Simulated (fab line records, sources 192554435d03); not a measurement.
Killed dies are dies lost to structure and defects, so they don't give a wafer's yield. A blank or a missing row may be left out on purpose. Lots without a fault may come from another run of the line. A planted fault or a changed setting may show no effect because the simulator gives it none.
Split-lot experiment | flow n5_finfet | 7 lots, 21 wafers read, on a route of 1938 steps

THE SPLIT
At N5_ZERO_LAYER_EXPOSE_08 (exposes mask ZERO, defocus 0 nm, target cd 2000 nm), the setting dose_mj was moved away from the recipe's 16.2 on 4 of the 21 wafers read, by -5.2% to +7.2%. The other wafers ran this setting at the recipe's value.

FROM THE SPLIT TO THE READING: what the file shows between them, 2 steps
- N5_ZERO_LAYER_DEVELOP_10: develop time 60 s (also split here: develop_time_s)
- N5_ZERO_LAYER_HARDBAKE_23: time 120 s

THE READING
cd_nm, in nm, at N5_ZERO_LAYER_CD_MEAS_11 (target cd 2000 nm). Fault-free wafers of this fab line usually give 1999.3 nm, standard deviation 2.6 nm.

wafer  | tool, chamber at the split | dose_mj as run | against the recipe | cd_nm, nm | against lot-mates on the recipe
L078.3 | krf_scanner-02, 0          | 16.2           | recipe             | 1997.1    | -
L078.4 | krf_scanner-02, 0          | 16.2           | recipe             | 1999.3    | -
L078.5 | krf_scanner-02, 0          | 16.2           | recipe             | 2000.5    | -
L081.2 | krf_scanner-01, 0          | 16.2           | recipe             | 2006.2    | -
L081.3 | krf_scanner-01, 0          | 17.36          | +7.2%              | 2017.0    | +10.8
L081.4 | krf_scanner-01, 0          | 17.36          | +7.2%              | 2021.3    | +15.1
L083.2 | krf_scanner-01, 0          | 16.2           | recipe             | 1995.1    | -
L083.3 | krf_scanner-01, 0          | 16.2           | recipe             | 1998.7    | -
L083.5 | krf_scanner-01, 0          | 16.2           | recipe             | 1997.2    | -
L087.3 | krf_scanner-01, 0          | 15.35          | -5.2%              | 1992.0    | -9.7
L087.4 | krf_scanner-01, 0          | 15.35          | -5.2%              | 1992.9    | -8.8
L087.5 | krf_scanner-01, 0          | 16.2           | recipe             | 2001.7    | -
L092.1 | krf_scanner-02, 0          | 16.2           | recipe             | 2002.8    | -
L092.3 | krf_scanner-02, 0          | 16.2           | recipe             | 2003.0    | -
L092.4 | krf_scanner-02, 0          | 16.2           | recipe             | 2001.6    | -
L096.2 | krf_scanner-02, 0          | 16.2           | recipe             | 1996.9    | -
L096.5 | krf_scanner-02, 0          | 16.2           | recipe             | 1999.3    | -
L096.6 | krf_scanner-02, 0          | 16.2           | recipe             | 1997.5    | -
L097.1 | krf_scanner-02, 0          | 16.2           | recipe             | 2002.7    | -
L097.2 | krf_scanner-02, 0          | 16.2           | recipe             | 1995.5    | -
L097.6 | krf_scanner-02, 0          | 16.2           | recipe             | 1996.8    | -

THE FIT
A straight line over all 21 wafers: cd_nm changes by +2.24 nm for each +1% of dose_mj; r = +0.88; the points scatter about the line by 3.4 nm.
The same after taking each lot's own level away (the mean of its wafers on the recipe; 21 wafers): +1.79 nm for each +1%; r = +0.95; scatter 1.7 nm.
On that fit, the largest move of dose_mj shifts the reading by 13 nm.
The lots' own levels span 1997.00 to 2006.20 nm, that is 3.5 times the standard deviation above.
So the lot-to-lot level changes the slope: the two fits differ.
Check: with one of the wafers moved furthest among these (+7.2%) left out of the fit, the line predicts +14 nm for it against its lot-mates. It came out at +10.8 nm against them.

OTHER SPLITS ON THESE WAFERS
These wafers also went through other splits before the reading. Each is held against what the fit with the lots' levels taken away leaves over:
other split on the same wafers          | wafers away from the commonest value | r with cd_nm (lot level and that fit taken away)
N5_ZERO_LAYER_DEVELOP_10 develop_time_s | 6                                    | +0.39

THE WHOLE CHAIN: every reading that the file lists as answering this split, in the file's order
step                     | what it does                                        | reading                                                           | change (the file's fit)              | r (the file's)
N5_ZERO_LAYER_CD_MEAS_11 | target cd 2000 nm                                   | cd_nm                                                             | +1.79 nm for each +1% of the setting | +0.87
N5_ZERO_LAYER_DESCUM_16  | chemistry O2, time 7.9 s                            | ZERO_LAYER.cd_nm (the simulator's own value, which no gauge read) | +1.85 nm for each +1% of the setting | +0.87
N5_ZERO_LAYER_ETCH_17    | etches SiO2 in CF4, target depth 12 nm, time 13.3 s | ZERO_LAYER.cd_nm (the simulator's own value, which no gauge read) | +1.84 nm for each +1% of the setting | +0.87

THE FILE'S OWN FIT
cd_nm changes by +1.79 nm for each +1% of dose_mj, r = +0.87.
